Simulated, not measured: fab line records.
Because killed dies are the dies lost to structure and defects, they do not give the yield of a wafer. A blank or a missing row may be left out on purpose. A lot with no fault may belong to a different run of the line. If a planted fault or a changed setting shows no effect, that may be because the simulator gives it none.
Chamber matching | flow nandHarc | NHARC_A_STAIRCASE_DEP_151 on pecvd-04 has 3 sister chambers
The step deposits SiO2, target thk 3800 nm. 14 wafers are shown with their chamber, then 7 later ones without.

WAFERS PAIRED WITH THEIR CHAMBERS
wafer  | chamber | heaterPowerW (W)
L076.1 | 0       | 519
L076.3 | 2       | 724
L076.6 | 1       | 607
L078.1 | 0       | 463
L078.2 | 1       | 646
L078.4 | 1       | 595
L079.1 | 1       | 660
L079.3 | 2       | 697
L079.6 | 2       | 564
L084.1 | 2       | 692
L084.2 | 1       | 639
L084.6 | 2       | 581
L083.2 | 2       | 709
L083.3 | 1       | 694

SIGNATURES, as means of the wafers listed above
reading      | chamber 0 | chamber 1 | chamber 2 | scatter within a chamber
heaterPowerW | 491.00    | 640.17    | 661.17    | 54.2
Rule: for each reading, subtract the chamber's mean from the wafer's reading, divide by that reading's scatter and square the result; add these up over the readings and take the root, which gives the wafer's distance from the chamber. The wafer belongs to the nearest chamber; if the next one is less than 2 further off, it can't be placed. How the scatter is found: for the shown wafers, subtract from each reading the mean of its chamber, square and add these, divide the total by (wafers less chambers), then take the root.

WAFERS WHOSE CHAMBER IS MISSING
wafer  | heaterPowerW (W)
L083.4 | 604
L096.1 | 497
L096.5 | 595
L096.6 | 428
L097.2 | 712
L097.4 | 425
L097.5 | 570

WHICH CHAMBER EACH ONE RAN IN
wafer  | from the rows above          | in truth
L083.4 | can't be placed: 1 or 2 or 0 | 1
L096.1 | 0                            | 0
L096.5 | can't be placed: 1 or 2 or 0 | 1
L096.6 | 0                            | 0
L097.2 | can't be placed: 2 or 1      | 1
L097.4 | 0                            | 0
L097.5 | can't be placed: 1 or 0 or 2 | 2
Placed correctly: 3 of 7. These rows do not allow placing 4 (true chamber among the candidates in 4). Number placed wrongly: 0.
